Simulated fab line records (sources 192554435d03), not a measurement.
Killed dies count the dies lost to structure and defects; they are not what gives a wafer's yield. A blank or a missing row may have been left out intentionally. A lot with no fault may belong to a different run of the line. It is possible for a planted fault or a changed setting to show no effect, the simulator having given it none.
Struck lot and sound lot, side by side || flow n5-finfet || 32 steps out of a route of 1938
Sound: wafers L739.2, L739.4, L739.5. Wafers L750.4, L750.5, L750.6 were the ones struck. At the end, the cause is stated.
Per side, at each step with rows, come the tool, then ch with its chambers, and then its first start. Under that, the readings that differ: sound wafers || struck wafers || difference of the means || sigmas: that difference in standard deviations of wafers without a fault.
alike: readings whose means differ by less than 2 such deviations, and words and numbers that are the same on both sides. not compared: withheld readings, readings that some wafer has no value for, bounds like >300 that may hide the same value, and numbers for which the record gives no deviation and whose values overlap.
Wherever a step has rows on one side only, a row that says differs or no value, or a row with sigmas, the two part there. Numbers that don't overlap but have no deviation are shown without sigmas and don't part them. Lack of a reading on every wafer of one side parts them only where that side has two or more wafers.

first, 10 steps without rows for these wafers: N5_FIN_CUT_PRECLEAN_36 (cleans in O3/DIW, time 60 s); N5_FIN_CUT_SRD_32 (time 30 s); N5_FIN_CUT_UV_OZONE_34 (time 120 s); N5_STI_FIN_REVEAL_ALD_00 (deposits SiO2, target thk 1 nm, pulse time 1 s); N5_STI_FIN_REVEAL_ALD_14 (deposits Si3N4, target thk 3 nm); N5_STI_FIN_REVEAL_FCVD_FILL_01 (material SiO2 flowable, target thk 312 nm, time 512.2 s); N5_STI_FIN_REVEAL_DENSIFY_02 (time 1800 s); N5_STI_FIN_REVEAL_CMP_04 (polishes, stops on Si3N4, t overpolish 4 s, target thk 131.83 nm); N5_STI_FIN_REVEAL_DENSIFY_30; N5_STI_FIN_REVEAL_ETCHBACK_08 (etches SiO2 in C4F6/O2, target depth 30.5 nm, time 10.167 s).
N5_STI_FIN_REVEAL_STRIP_24: strips in N2/H2, time 90 s.
  sound on rie-diel-05 ch 0,2,3, day 2 09:58; struck on rie-diel-05 ch 1,2, day 5 06:59
  alike: drypump-motor-current-A, h2-flow-sccm, oes-product-au, rf-vpp-V, showerhead-plenum-p-Torr, throttle-valve-pct
  not compared: rf-hours-counter-h
then, 17 steps without rows for these wafers: N5_STI_FIN_REVEAL_PRECLEAN_25 (cleans in SPM, time 90 s); N5_STI_FIN_REVEAL_PRECLEAN_26 (cleans in SC1, time 45 s); N5_STI_FIN_REVEAL_PRECLEAN_29 (cleans in DHF, time 30 s); N5_STI_FIN_REVEAL_SRD_12 (time 30 s); N5_STI_FIN_REVEAL_RECESS_09 (chemistry HF/NH3, target SiO2, afs cycles 11, target depth 42.5 nm, sublimation time 60 s); N5_STI_FIN_REVEAL_STRIP_16 (strips SiNx in H3PO4, target depth 23.8 nm); N5_STI_FIN_REVEAL_PRECLEAN_17 (cleans in NF3:NH3, afs cycles 1, time 20 s, sublimation time 60 s); N5_STI_FIN_REVEAL_ETCH_34 (etches Si in H2, material Si, target depth 0.97 nm); N5_STI_FIN_REVEAL_OXIDATION_31 (chemistry O2 PLASMA REMOTE, time 20 s); N5_STI_FIN_REVEAL_PRECLEAN_32 (cleans in NF3:NH3, afs cycles 1, time 20 s, sublimation time 60 s); N5_STI_FIN_REVEAL_STRIP_35 (strips Si3N4 in H3PO4, target depth 4 nm, time 39 s); N5_STI_FIN_REVEAL_SRD_21 (time 30 s); N5_STI_FIN_REVEAL_OXIDATION_33 (chemistry O2 PLASMA REMOTE, time 20 s); N5_STI_FIN_REVEAL_CLEAN_19 (cleans in O3/DIW, time 120 s); N5_STI_FIN_REVEAL_SRD_23 (time 30 s); N5_STI_FIN_REVEAL_PRECLEAN_18 (cleans in SC2, time 45 s); N5_STI_FIN_REVEAL_SRD_28 (time 30 s).
N5_STI_FIN_REVEAL_INSPECT_13: inspects for defects (darkfield).
  struck on defect-inspect-01, day 5 09:59; sound on defect-inspect-02, day 2 12:58
{"reading": "raw-defect-count", "sound": "14 19 19", "struck": "385 360 326", "difference": "+340", "sigmas": "+64"}
then, 1 step without rows for these wafers: N5_DUMMY_GATE_PRECLEAN_00 (cleans in O3/DIW, time 60 s).
-- the record jumps here: 5 days lie between the struck wafers' starts before and after (it left off in module DUMMY_GATE and takes up again in module BEOL_M4, whose first step shown is number 1111 of the route) --
N5_BEOL_M4_RC_MEAS_101:
  sound on prober-02 ch 0, day 7 15:19; struck on prober-01 ch 0, day 10 16:01
  alike: DIBL_N, DIBL_P, IOFF_N, IOFF_P, ION_N, ION_P, SS_N, SS_P, VT_N, VT_P
-- a jump in the record: the struck wafers' starts before and after are 4 days apart (it breaks off in module BEOL_M4 and resumes in module PASSIVATION, where the first step shown is number 1936 of the route) --
N5_PASSIVATION_PROBE_49:
  struck on prober-01, day 14 16:13; sound on prober-01, day 11 13:35
{"reading": "defect-limited-yield (%)", "sound": "89.4 91.7 92.9", "struck": "84.5 81.4 84.8", "difference": -7.8, "sigmas": -5}
{"reading": "killed-at-front-end", "sound": "62 42 28", "struck": "122 134 113", "difference": "+79", "sigmas": "+7"}
{"reading": "killed-dies", "sound": "125 98 84", "struck": "183 220 179", "difference": "+92", "sigmas": "+5"}
{"reading": "sort_bin_5_function (%)", "sound": "6.5 4.8 4.7", "struck": "10.6 13.1 9.7", "difference": "+5.8", "sigmas": "+6"}
{"reading": "sort-n-pass", "sound": "1055 1082 1096", "struck": "997 960 1001", "difference": -92, "sigmas": -5}
{"reading": "sort-yield-pct (%)", "sound": "89.4 91.7 92.9", "struck": "84.5 81.4 84.8", "difference": -7.8, "sigmas": -5}
  alike: killed_at_M0_to_M3, killed_at_M4_up, killed-at-contacts, killed-at-other, killed-open, killed-short, sort_bin_6_memory, sort_bin_8_speed

WHERE THEY PART
At N5_STI_FIN_REVEAL_INSPECT_13 first; at N5_PASSIVATION_PROBE_49 last (within this record only).

WHY: what had been put in by the simulator
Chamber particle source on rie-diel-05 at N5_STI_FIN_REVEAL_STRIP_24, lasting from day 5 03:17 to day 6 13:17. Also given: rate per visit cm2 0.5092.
